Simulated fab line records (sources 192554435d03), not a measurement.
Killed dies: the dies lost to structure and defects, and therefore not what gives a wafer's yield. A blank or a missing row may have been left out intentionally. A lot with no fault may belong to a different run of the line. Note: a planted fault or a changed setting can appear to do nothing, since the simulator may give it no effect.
fab line records	flow n5_finfet
[record] lots = 24	wafers = 72	last_day = 18
route steps=1938 shown BEOL_M7@1318 BEOL_M8@1353 BEOL_M9@1401
lots that met no fault: from a run of the same line without faults
start_h: the number of hours between the record's first day and the start of the first shown wafer of the lot	wait_h: hours elapsed since this lot's preceding step	" unchanged from the row above	L1.1+2: several wafers, shown together as one row	- either no value or no given start	* or withheld: withheld	< > ~ a bound
route shown NAME@n: a module of which the file shows steps, and the number in the route of the first	usual: mean/standard deviation taken from wafers without a fault	same: alike in all rows	chamber/n: place in a boat	sites: each site's reading	_std_site: the standard deviation of these	_edge_site: outer sites' mean less inner sites'	radius_mm: for every site, how far away it sits from the centre of the wafer	mask NAME#n: copy n	behind: the last tool/chamber to shape the wafer	hold: reason for holding the lot/hours on hold/outcome of the hold	device: names the non-switching transistor (n, p or np)	end of line: tests run on the same wafers once the route is complete	a step without rows: its recipe alone	killed: not the wafer's yield, but the dies lost to structure and defects at the first sort	map: dies across one wafer; x = killed, . = not, _ = none there
set.NAME: the setting the step ran with; set.NAME@STEP: the setting that earlier step ran with	model.NAME: the simulator's own value behind a step, which no gauge read
one table for each step of the route and one row for each wafer, over a sample of lots
services: from which hour (start_h, from the record's first day; less than 0 if before it) a tool's chamber was out of use, for how many hours, and why
[[steps]]
[step N5_BEOL_M7_DEGAS_44]
[recipe] ambient = vacuum	temp_c = 250	time_s = 60
[usual] heater_power_w = 336/23
lot.wafer	tool	chamber	start_h	wait_h	heater_power_w
L074.3	pvd_sputter-01	-	205.62	0.6	314
L074.4	"	-	"	"	353
L074.6	"	-	"	"	351
L075.1	pvd_sputter-02	-	214.42	1.4	345
L075.3	"	-	"	"	362
L075.5	"	-	"	"	316
L076.1	pvd_sputter-02	-	215.24	0.4	320
L076.4	"	-	"	"	348
L076.6	"	-	"	"	313
L077.3	pvd_sputter-03	-	233.83	0.6	286
L077.4	"	-	"	"	337
L077.6	"	-	"	"	286
L079.1	pvd_sputter-03	-	244.62	0.5	290
L079.4	"	-	"	"	332
L079.6	"	-	"	"	352
L078.2	pvd_sputter-02	-	245.27	0.6	311
L078.3	"	-	"	"	339
L078.6	"	-	"	"	318
L080.4	pvd_sputter-03	-	248.93	1.7	344
L080.5	"	-	"	"	363
L080.6	"	-	"	"	334
L082.2	pvd_sputter-03	-	256.13	1.6	344
L082.4	"	-	"	"	340
L082.5	"	-	"	"	343
L081.3	pvd_sputter-01	-	256.21	1.2	348
L081.5	"	-	"	"	309
L081.6	"	-	"	"	345
L083.1	pvd_sputter-02	-	260.56	0.4	365
L083.4	"	-	"	"	354
L083.6	"	-	"	"	321
L084.1	pvd_sputter-01	-	266.11	0.3	353
L084.4	"	-	"	"	348
L084.6	"	-	"	"	316
L085.1	pvd_sputter-03	-	276.29	0.5	288
L085.2	"	-	"	"	362
L085.3	"	-	"	"	335
L087.1	pvd_sputter-02	-	282.75	0.6	362
L087.3	"	-	"	"	341
L087.5	"	-	"	"	318
L086.2	pvd_sputter-02	-	286.01	0.3	324
L086.3	"	-	"	"	351
L086.4	"	-	"	"	314
L090.1	pvd_sputter-01	-	295.71	0.6	374
L090.3	"	-	"	"	357
L090.6	"	-	"	"	342
L089.1	pvd_sputter-02	-	300.24	0.7	368
L089.5	"	-	"	"	318
L089.6	"	-	"	"	311
L088.1	pvd_sputter-03	-	304.80	0.3	360
L088.4	"	-	"	"	339
L088.5	"	-	"	"	359
L093.1	pvd_sputter-02	-	312.03	0.6	310
L093.3	"	-	"	"	319
L093.4	"	-	"	"	347
L092.1	pvd_sputter-02	-	313.97	1.3	316
L092.2	"	-	"	"	338
L092.3	"	-	"	"	359
L091.1	pvd_sputter-03	-	331.81	0.4	342
L091.2	"	-	"	"	297
L091.4	"	-	"	"	364
L094.3	pvd_sputter-02	-	336.72	2.9	342
L094.4	"	-	"	"	315
L094.6	"	-	"	"	313
L096.3	pvd_sputter-02	-	336.90	2.9	343
L096.5	"	-	"	"	318
L096.6	"	-	"	"	370
L095.2	pvd_sputter-01	-	341.75	0.5	345
L095.5	"	-	"	"	313
L095.6	"	-	"	"	372
L097.2	pvd_sputter-01	-	348.93	2.1	358
L097.3	"	-	"	"	311
L097.5	"	-	"	"	353
[step N5_BEOL_M7_RS_MEAS_57]
[recipe] thk_meas_gauge = four-point-probe	reads = Cu_of_BEOL_M7_ECD_50+Co_of_BEOL_M7_CVD_78+TaN_of_BEOL_M7_ALD_77
[usual] M7_RS = 0.291/0.012
lot.wafer	tool	chamber	start_h	wait_h	M7_RS[ohm/sq]
L074.3	film_metro-02	-	207.22	0.1	0.287
L074.4	"	-	"	"	0.292
L074.6	"	-	"	"	0.302
L075.1	film_metro-02	-	216.32	0.1	0.309
L075.3	"	-	"	"	0.285
L075.5	"	-	"	"	0.314
L076.1	film_metro-01	-	216.94	0.1	0.293
L076.4	"	-	"	"	0.295
L076.6	"	-	"	"	0.279
L077.3	film_metro-01	-	236.55	0.1	0.269
L077.4	"	-	"	"	0.279
L077.6	"	-	"	"	0.294
L079.1	film_metro-01	-	246.63	0.1	0.303
L079.4	"	-	"	"	0.304
L079.6	"	-	"	"	0.315
L078.2	film_metro-02	-	247.04	0.1	0.307
L078.3	"	-	"	"	0.293
L078.6	"	-	"	"	0.281
L080.4	film_metro-01	-	250.66	0.0	0.297
L080.5	"	-	"	"	0.285
L080.6	"	-	"	"	0.299
L082.2	film_metro-01	-	257.96	0.1	0.293
L082.4	"	-	"	"	0.276
L082.5	"	-	"	"	0.280
L081.3	film_metro-01	-	258.02	0.1	0.291
L081.5	"	-	"	"	0.288
L081.6	"	-	"	"	0.305
L083.1	film_metro-01	-	262.67	0.1	0.306
L083.4	"	-	"	"	0.307
L083.6	"	-	"	"	0.297
L084.1	film_metro-02	-	268.22	0.1	0.270
L084.4	"	-	"	"	0.280
L084.6	"	-	"	"	0.294
L085.1	film_metro-01	-	278.31	0.1	0.288
L085.2	"	-	"	"	0.261
L085.3	"	-	"	"	0.280
L087.1	film_metro-02	-	286.30	0.1	0.282
L087.3	"	-	"	"	0.302
L087.5	"	-	"	"	0.273
L086.2	film_metro-02	-	289.05	0.1	0.278
L086.3	"	-	"	"	0.286
L086.4	"	-	"	"	0.282
L090.1	film_metro-01	-	297.80	0.1	0.301
L090.3	"	-	"	"	0.278
L090.6	"	-	"	"	0.275
L089.1	film_metro-02	-	302.16	0.1	0.279
L089.5	"	-	"	"	0.291
L089.6	"	-	"	"	0.296
L088.1	film_metro-02	-	307.00	0.1	0.302
L088.4	"	-	"	"	0.281
L088.5	"	-	"	"	0.294
L093.1	film_metro-02	-	314.19	0.1	0.281
L093.3	"	-	"	"	0.299
L093.4	"	-	"	"	0.312
L092.1	film_metro-01	-	315.76	0.1	0.284
L092.2	"	-	"	"	0.288
L092.3	"	-	"	"	0.308
L091.1	film_metro-02	-	333.93	0.1	0.284
L091.2	"	-	"	"	0.296
L091.4	"	-	"	"	0.276
L094.3	film_metro-01	-	338.39	0.1	0.286
L094.4	"	-	"	"	0.285
L094.6	"	-	"	"	0.313
L096.3	film_metro-02	-	338.67	0.1	0.291
L096.5	"	-	"	"	0.300
L096.6	"	-	"	"	0.292
L095.2	film_metro-01	-	343.56	0.1	0.283
L095.5	"	-	"	"	0.284
L095.6	"	-	"	"	0.297
L097.2	film_metro-01	-	350.75	0.1	0.295
L097.3	"	-	"	"	0.282
L097.5	"	-	"	"	0.275
[step N5_BEOL_M8_HM_OPEN_17]
[recipe] chemistry = Cl2/BCl3	target_depth_a = 200	overetch_a = 60	target = TiN	mask_material = SOC	ion_energy_ev = 150	pressure_mtorr = 10	icp_w = 1000	bias_w = 126	Cl2_flow_sccm = 53.25	bcl3_flow_sccm = 21.75	Ar_flow_sccm = 25
[usual] bias_w = 126.1/0.33	drypump_motor_current_A = 5.8/0.54	he_backside_leak_sccm = 3.37/0.27	oes_product_au = 0.70/0.088	throttle_valve_pct = 22.06/0.2
lot.wafer	tool	chamber	start_h	wait_h	bias_w	drypump_motor_current_A	he_backside_leak_sccm	oes_product_au	rf_hours_counter_h	throttle_valve_pct
L074.3	rie_metal-01	1	210.51	0.1	126.3	4.7	3.33	0.76	-	21.95
L074.4	"	0	"	"	126.4	6.1	3.55	0.61	-	21.87
L074.6	"	1	"	"	126.3	4.8	3.41	0.76	-	21.96
L075.1	rie_metal-02	1	219.52	0.0	126.2	6.6	3.61	0.57	81	21.93
L075.3	"	0	"	"	126.2	6.0	3.02	0.77	-	22.12
L075.5	"	0	"	"	125.9	6.0	3.09	0.79	-	22.12
L076.1	rie_metal-02	1	219.71	0.0	126.2	6.5	3.57	0.56	81	21.93
L076.4	"	1	"	"	126.2	6.5	3.53	0.57	-	21.93
L076.6	"	0	"	"	126.0	6.1	2.87	0.79	-	22.13
L077.3	rie_metal-02	1	241.06	0.1	126.6	6.5	3.51	0.56	-	21.94
L077.4	"	0	"	"	125.7	6.0	3.13	0.77	-	22.13
L077.6	"	0	"	"	126.1	6.0	3.03	0.77	-	22.15
L079.1	rie_metal-02	1	250.00	0.0	126.1	6.5	3.62	0.57	84	21.90
L079.4	"	1	"	"	126.2	6.5	3.54	0.57	-	21.92
L079.6	"	1	"	"	125.7	6.6	3.57	0.57	-	21.92
L078.2	rie_metal-02	0	250.53	0.0	126.0	6.0	3.29	0.77	5	22.14
L078.3	"	0	"	"	125.9	6.0	3.11	0.76	-	22.14
L078.6	"	1	"	"	125.7	6.6	3.56	0.56	-	21.94
L080.4	rie_metal-02	1	253.52	0.1	126.1	6.5	3.53	0.56	-	21.95
L080.5	"	1	"	"	126.6	6.6	3.57	0.56	-	21.94
L080.6	"	0	"	"	126.2	6.0	2.92	0.76	-	22.15
L082.2	rie_metal-01	0	261.81	0.0	126.1	6.0	3.36	0.62	71	21.83
L082.4	"	1	"	"	126.0	4.7	3.51	0.76	-	21.94
L082.5	"	0	"	"	126.0	6.0	3.22	0.61	-	21.83
L081.3	rie_metal-03	1	261.90	0.1	126.1	5.4	3.07	0.79	-	21.91
L081.5	"	0	"	"	126.1	5.8	3.48	0.80	-	22.43
L081.6	"	1	"	"	126.2	5.4	2.97	0.79	-	21.90
L083.1	rie_metal-03	1	266.42	0.0	126.1	5.4	3.03	0.78	8	21.92
L083.4	"	1	"	"	126.6	5.4	3.04	0.77	-	21.90
L083.6	"	0	"	"	126.2	5.8	3.57	0.79	-	22.46
L084.1	rie_metal-03	1	270.71	0.0	126.1	5.4	3.02	0.79	9	21.91
L084.4	"	0	"	"	126.4	5.8	3.35	0.79	-	22.41
L084.6	"	0	"	"	126.3	5.8	3.42	0.79	-	22.43
L085.1	rie_metal-03	1	282.08	0.0	125.5	5.4	3.15	0.76	10	21.92
L085.2	"	0	"	"	126.6	5.8	3.52	0.77	6	22.47
L085.3	"	0	"	"	126.4	5.7	3.64	0.78	-	22.44
L087.1	rie_metal-03	0	288.69	0.0	125.4	5.8	3.73	0.77	7	22.45
L087.3	"	1	"	"	126.4	5.4	3.10	0.76	-	21.93
L087.5	"	0	"	"	126.1	5.8	3.72	0.76	-	22.45
L086.2	rie_metal-03	1	291.19	0.0	126.1	5.4	3.07	0.76	11	21.93
L086.3	"	1	"	"	126.0	5.4	3.02	0.76	-	21.94
L086.4	"	0	"	"	125.4	5.8	3.79	0.77	-	22.44
L090.1	rie_metal-03	0	299.86	0.0	126.6	5.7	3.42	0.77	8	22.44
L090.3	"	1	"	"	126.0	5.4	3.05	0.76	-	21.92
L090.6	"	0	"	"	126.0	5.7	3.51	0.77	-	22.42
L089.1	rie_metal-01	1	304.69	0.0	126.2	4.7	3.49	0.74	18	21.95
L089.5	"	1	"	"	126.2	4.7	3.60	0.74	-	21.95
L089.6	"	0	"	"	126.3	6.0	3.54	0.59	-	21.85
L088.1	rie_metal-02	1	309.35	0.0	126.1	6.6	3.60	0.56	89	21.94
L088.4	"	1	"	"	126.0	6.6	3.58	0.56	-	21.93
L088.5	"	0	"	"	125.9	6.0	3.24	0.74	-	22.14
L093.1	rie_metal-01	1	320.41	0.0	126.1	4.7	3.46	0.73	20	21.95
L093.3	"	1	"	"	125.6	4.7	3.54	0.74	-	21.98
L093.4	"	0	"	"	126.0	6.0	3.58	0.60	-	21.86
L092.1	rie_metal-02	0	320.53	0.0	125.9	6.0	3.07	0.75	11	22.13
L092.2	"	1	"	"	125.8	6.6	3.59	0.56	90	21.94
L092.3	"	1	"	"	126.1	6.6	3.51	0.56	-	21.93
L091.1	rie_metal-01	1	338.30	0.0	125.9	4.7	3.50	0.73	22	21.94
L091.2	"	0	"	"	126.5	6.1	3.44	0.60	79	21.86
L091.4	"	0	"	"	126.3	6.1	3.48	0.59	-	21.87
L094.3	rie_metal-02	1	341.60	0.1	126.4	6.6	3.43	0.54	-	21.96
L094.4	"	0	"	"	126.6	6.0	3.26	0.71	-	22.16
L094.6	"	0	"	"	126.7	6.0	3.15	0.72	-	22.15
L096.3	rie_metal-01	1	341.86	0.1	126.4	4.7	3.36	0.72	-	21.97
L096.5	"	1	"	"	126.7	4.7	3.29	0.73	-	21.98
L096.6	"	0	"	"	126.4	6.0	3.51	0.59	-	21.89
L095.2	rie_metal-03	1	346.43	0.0	126.1	5.4	3.01	0.75	16	21.92
L095.5	"	0	"	"	125.4	5.8	3.49	0.76	-	22.44
L095.6	"	1	"	"	126.7	5.4	3.01	0.76	-	21.91
L097.2	rie_metal-03	0	353.79	0.0	125.9	5.8	3.63	0.74	12	22.47
L097.3	"	1	"	"	125.9	5.4	3.18	0.74	-	21.94
L097.5	"	0	"	"	125.8	5.8	3.45	0.74	-	22.47
[step N5_BEOL_M8_CURE_75]
[recipe] temp_c = 370	time_s = 120	ambient = DMADMS/He	material = SiCOH_lowk
[usual] lamp_power_pct = 52.32/0.054	wafer_temp_C_max = 371.8/0.59
lot.wafer	tool	chamber	start_h	wait_h	lamp_power_pct	wafer_temp_C_max
L074.3	uv_cure-01	1	213.45	0.4	52.40	371.9
L074.4	"	1	"	"	52.31	371.5
L074.6	"	1	"	"	52.36	371.7
L076.1	uv_cure-02	1	222.14	0.0	52.32	371.6
L076.4	"	1	"	"	52.29	372.4
L076.6	"	1	"	"	52.40	371.3
L075.1	uv_cure-01	1	222.62	0.2	52.30	371.7
L075.3	"	1	"	"	52.32	372.2
L075.5	"	1	"	"	52.23	372.0
L077.3	uv_cure-02	0	243.78	0.1	52.36	372.3
L077.4	"	0	"	"	52.31	372.7
L077.6	"	0	"	"	52.35	373.0
L079.1	uv_cure-02	2	252.15	0.0	52.33	371.2
L079.4	"	2	"	"	52.36	371.6
L079.6	"	2	"	"	52.32	371.2
L078.2	uv_cure-03	2	252.65	0.1	52.27	371.8
L078.3	"	2	"	"	52.33	372.0
L078.6	"	2	"	"	52.34	372.1
L080.4	uv_cure-01	1	256.60	0.2	52.32	371.8
L080.5	"	1	"	"	52.33	371.8
L080.6	"	1	"	"	52.23	371.7
L082.2	uv_cure-01	0	263.50	0.1	52.28	371.6
L082.4	"	0	"	"	52.36	371.1
L082.5	"	0	"	"	52.31	371.5
L081.3	uv_cure-03	1	263.88	0.1	52.20	371.7
L081.5	"	1	"	"	52.44	371.2
L081.6	"	1	"	"	52.39	371.7
L083.1	uv_cure-02	2	269.29	0.0	52.36	371.0
L083.4	"	2	"	"	52.37	371.1
L083.6	"	2	"	"	52.36	370.8
L084.1	uv_cure-02	1	273.43	0.1	52.26	371.9
L084.4	"	1	"	"	52.37	371.7
L084.6	"	1	"	"	52.29	371.4
L085.1	uv_cure-03	2	285.28	0.0	52.26	371.6
L085.2	"	2	"	"	52.34	371.8
L085.3	"	2	"	"	52.26	372.1
L087.1	uv_cure-03	1	290.05	0.0	52.27	371.4
L087.3	"	1	"	"	52.26	371.6
L087.5	"	1	"	"	52.42	371.8
L086.2	uv_cure-03	0	293.15	0.1	52.25	371.3
L086.3	"	0	"	"	52.35	371.3
L086.4	"	0	"	"	52.29	370.4
L090.1	uv_cure-03	2	302.60	0.0	52.34	371.2
L090.3	"	2	"	"	52.36	371.6
L090.6	"	2	"	"	52.35	372.0
L089.1	uv_cure-01	2	306.05	0.0	52.29	372.5
L089.5	"	2	"	"	52.24	372.5
L089.6	"	2	"	"	52.38	373.1
L088.1	uv_cure-01	0	311.04	0.0	52.40	371.8
L088.4	"	0	"	"	52.25	371.7
L088.5	"	0	"	"	52.33	371.2
L092.1	uv_cure-01	2	321.94	0.0	52.29	373.2
L092.2	"	2	"	"	52.35	372.6
L092.3	"	2	"	"	52.34	373.9
L093.1	uv_cure-03	2	322.32	0.0	52.27	371.9
L093.3	"	2	"	"	52.37	371.5
L093.4	"	2	"	"	52.25	371.8
L091.1	uv_cure-03	2	341.75	0.0	52.28	371.5
L091.2	"	2	"	"	52.28	371.4
L091.4	"	2	"	"	52.32	371.3
L094.3	uv_cure-03	1	343.16	0.1	52.23	371.8
L094.4	"	1	"	"	52.28	371.3
L094.6	"	1	"	"	52.26	371.8
L096.3	uv_cure-01	2	344.59	0.7	52.26	372.8
L096.5	"	2	"	"	52.29	372.2
L096.6	"	2	"	"	52.24	372.2
L095.2	uv_cure-02	1	349.33	0.1	52.41	371.6
L095.5	"	1	"	"	52.43	372.4
L095.6	"	1	"	"	52.23	371.7
L097.2	uv_cure-02	0	355.32	0.1	52.32	372.7
L097.3	"	0	"	"	52.36	373.3
L097.5	"	0	"	"	52.30	372.8
[step N5_BEOL_M9_ILD_DEP_00]
[recipe] material = SiCOH_lowk	target_thk_a = 3085.1	temp_c = 300	precursor = DEMS/porogen	pressure_torr = 5	rf_w = 500	time_s = 58
[usual] heater_power_w = 298/62	showerhead_plenum_p_Torr = 5.730/0.015	showerhead_vpp_V = 1396/75	throttle_valve_pct = 14.1/1.1
lot.wafer	tool	chamber	start_h	wait_h	heater_power_w	showerhead_plenum_p_Torr	showerhead_vpp_V	throttle_valve_pct
L074.3	pecvd-01	1	216.57	0.0	211	5.746	1320	14.0
L074.4	"	0	"	"	404	5.735	1441	14.0
L074.6	"	1	"	"	161	5.760	1308	13.7
L076.1	pecvd-03	2	225.14	0.0	302	5.727	1376	12.6
L076.4	"	1	"	"	254	5.706	1501	14.2
L076.6	"	0	"	"	301	5.730	1452	17.3
L075.1	pecvd-04	1	225.40	0.0	260	5.729	1324	13.9
L075.3	"	0	"	"	318	5.733	1375	13.7
L075.5	"	0	"	"	242	5.754	1360	13.7
L077.3	pecvd-01	0	246.46	0.0	377	5.742	1424	14.2
L077.4	"	2	"	"	262	5.724	1271	14.0
L077.6	"	0	"	"	390	5.726	1435	13.8
L079.1	pecvd-03	2	254.58	0.0	379	5.739	1385	12.6
L079.4	"	0	"	"	298	5.741	1423	16.9
L079.6	"	1	"	"	258	5.714	1515	14.4
L078.2	pecvd-03	1	255.26	0.0	264	5.696	1496	14.4
L078.3	"	2	"	"	341	5.726	1397	12.5
L078.6	"	0	"	"	320	5.735	1452	17.4
L080.4	pecvd-03	0	258.77	0.1	287	5.735	1413	17.0
L080.5	"	2	"	"	335	5.720	1364	12.5
L080.6	"	1	"	"	228	5.699	1527	14.5
L082.2	pecvd-04	1	267.75	0.0	232	5.741	1325	14.2
L082.4	"	1	"	"	236	5.744	1309	13.8
L082.5	"	0	"	"	286	5.730	1359	13.6
L081.3	pecvd-03	2	268.02	0.0	340	5.725	1380	12.6
L081.5	"	1	"	"	264	5.710	1527	14.4
L081.6	"	2	"	"	343	5.722	1351	12.7
L083.1	pecvd-03	0	271.62	0.0	293	5.737	1441	17.1
L083.4	"	1	"	"	236	5.719	1514	14.3
L083.6	"	2	"	"	367	5.729	1401	12.5
L084.1	pecvd-04	0	276.24	0.0	313	5.720	1367	13.9
L084.4	"	0	"	"	245	5.744	1372	13.8
L084.6	"	1	"	"	265	5.743	1332	13.9
L085.1	pecvd-04	0	289.16	0.0	296	5.724	1360	13.7
L085.2	"	1	"	"	261	5.727	1346	13.9
L085.3	"	2	"	"	363	5.720	1482	13.4
L087.1	pecvd-01	0	294.07	0.0	398	5.724	1428	13.7
L087.3	"	1	"	"	215	5.743	1337	13.7
L087.5	"	1	"	"	161	5.741	1322	13.8
L086.2	pecvd-04	1	296.06	0.0	255	5.739	1330	13.8
L086.3	"	2	"	"	393	5.714	1495	13.5
L086.4	"	2	"	"	405	5.710	1487	13.4
L090.1	pecvd-01	1	305.24	0.0	198	5.753	1305	14.0
L090.3	"	0	"	"	391	5.737	1428	13.9
L090.6	"	1	"	"	200	5.742	1309	13.5
L089.1	pecvd-04	2	308.49	0.0	325	5.714	1517	13.7
L089.5	"	2	"	"	343	5.721	1480	13.7
L089.6	"	1	"	"	249	5.744	1334	14.2
L088.1	pecvd-04	2	313.94	0.0	395	5.689	1500	13.6
L088.4	"	2	"	"	406	5.714	1516	13.5
L088.5	"	1	"	"	262	5.770	1339	14.1
L092.1	pecvd-01	1	324.51	0.0	208	5.762	1329	14.0
L092.2	"	0	"	"	460	5.728	1451	13.9
L092.3	"	2	"	"	294	5.743	1286	14.3
L093.1	pecvd-04	1	324.61	0.0	266	5.754	1328	14.0
L093.3	"	2	"	"	386	5.717	1513	13.5
L093.4	"	1	"	"	209	5.756	1343	14.0
L091.1	pecvd-04	2	343.90	0.0	335	5.693	1516	13.1
L091.2	"	0	"	"	298	5.725	1338	13.9
L091.4	"	0	"	"	299	5.744	1366	14.0
L094.3	pecvd-04	1	346.40	0.0	255	5.732	1340	14.2
L094.4	"	2	"	"	404	5.702	1486	13.7
L094.6	"	0	"	"	306	5.743	1361	13.8
L096.3	pecvd-01	1	347.29	0.0	191	5.751	1327	14.1
L096.5	"	2	"	"	289	5.727	1304	14.4
L096.6	"	1	"	"	197	5.752	1347	13.8
L095.2	pecvd-03	0	351.85	0.0	327	5.731	1404	17.1
L095.5	"	0	"	"	350	5.745	1441	16.8
L095.6	"	1	"	"	238	5.702	1537	14.3
L097.2	pecvd-03	1	358.11	0.0	227	5.699	1506	14.5
L097.3	"	0	"	"	328	5.726	1425	16.9
L097.5	"	0	"	"	330	5.717	1427	16.6
[step N5_BEOL_M9_INSPECT_13]
[recipe] mode = adi	inspect_instrument = brightfield
[usual] raw_defect_count = 381/81
lot.wafer	tool	chamber	start_h	wait_h	raw_defect_count
L074.3	defect_inspect-01	-	219.10	0.0	471
L074.4	"	-	"	"	278
L074.6	"	-	"	"	283
L076.1	defect_inspect-01	-	229.45	0.0	511
L076.4	"	-	"	"	432
L076.6	"	-	"	"	418
L075.1	defect_inspect-02	-	229.67	0.0	363
L075.3	"	-	"	"	270
L075.5	"	-	"	"	274
L077.3	defect_inspect-01	-	249.78	0.0	339
L077.4	"	-	"	"	243
L077.6	"	-	"	"	443
L079.1	defect_inspect-01	-	256.84	0.0	382
L079.4	"	-	"	"	445
L079.6	"	-	"	"	401
L078.2	defect_inspect-01	-	257.01	0.0	398
L078.3	"	-	"	"	302
L078.6	"	-	"	"	314
L080.4	defect_inspect-01	-	260.41	0.0	358
L080.5	"	-	"	"	468
L080.6	"	-	"	"	361
L082.2	defect_inspect-01	-	270.08	0.0	388
L082.4	"	-	"	"	428
L082.5	"	-	"	"	332
L081.3	defect_inspect-02	-	270.27	0.0	376
L081.5	"	-	"	"	412
L081.6	"	-	"	"	389
L083.1	defect_inspect-01	-	273.34	0.0	420
L083.4	"	-	"	"	357
L083.6	"	-	"	"	408
L084.1	defect_inspect-02	-	280.08	0.0	577
L084.4	"	-	"	"	428
L084.6	"	-	"	"	419
L085.1	defect_inspect-02	-	290.80	0.0	419
L085.2	"	-	"	"	550
L085.3	"	-	"	"	537
L087.1	defect_inspect-01	-	296.03	0.0	356
L087.3	"	-	"	"	364
L087.5	"	-	"	"	373
L086.2	defect_inspect-01	-	298.05	0.0	256
L086.3	"	-	"	"	370
L086.4	"	-	"	"	333
L090.1	defect_inspect-01	-	307.01	0.0	535
L090.3	"	-	"	"	459
L090.6	"	-	"	"	384
L089.1	defect_inspect-02	-	311.39	0.0	441
L089.5	"	-	"	"	348
L089.6	"	-	"	"	412
L088.1	defect_inspect-02	-	315.29	0.0	329
L088.4	"	-	"	"	326
L088.5	"	-	"	"	304
L093.1	defect_inspect-01	-	327.10	0.0	454
L093.3	"	-	"	"	319
L093.4	"	-	"	"	397
L092.1	defect_inspect-01	-	327.26	0.0	252
L092.2	"	-	"	"	266
L092.3	"	-	"	"	319
L091.1	defect_inspect-02	-	346.42	0.0	381
L091.2	"	-	"	"	363
L091.4	"	-	"	"	346
L094.3	defect_inspect-02	-	349.74	0.0	526
L094.4	"	-	"	"	417
L094.6	"	-	"	"	393
L096.3	defect_inspect-01	-	350.44	0.0	266
L096.5	"	-	"	"	312
L096.6	"	-	"	"	334
L095.2	defect_inspect-02	-	354.66	0.0	412
L095.5	"	-	"	"	448
L095.6	"	-	"	"	456
L097.2	defect_inspect-01	-	360.62	0.0	312
L097.3	"	-	"	"	285
L097.5	"	-	"	"	272
[[services]]
tool	chamber	start_h	hours	kind
rie_metal-03	1	182.16	-	clean
rie_metal-03	1	182.16	24.4	scheduled_down
rie_metal-03	1	182.16	24.4	vent_cycle
uv_cure-01	-	184.28	0.4	repair
pecvd-04	0	188.67	5.5	scheduled_down
pecvd-01	-	189.62	5.5	pm
pecvd-04	2	202.38	-	clean
pecvd-04	2	202.38	-	consumable_replace:showerhead
pecvd-04	2	202.38	29.0	scheduled_down
pecvd-04	2	202.38	29.0	vent_cycle
rie_metal-03	0	206.55	-	clean
uv_cure-02	-	211.97	7.6	repair
rie_metal-01	-	219.49	2.8	pm
uv_cure-01	-	235.86	1.0	pm
uv_cure-03	-	236.04	1.0	pm
pecvd-03	-	242.55	1.7	repair
pecvd-03	-	247.71	5.3	repair
pecvd-01	-	259.73	2.9	repair
rie_metal-03	-	271.03	0.4	repair
uv_cure-01	-	271.91	2.1	pm
pecvd-03	1	300.78	2.8	repair
pecvd-03	1	322.46	12.9	repair
uv_cure-02	-	340.00	7.5	pm
pecvd-04	-	350.00	0.5	repair
[[key]]
fault none
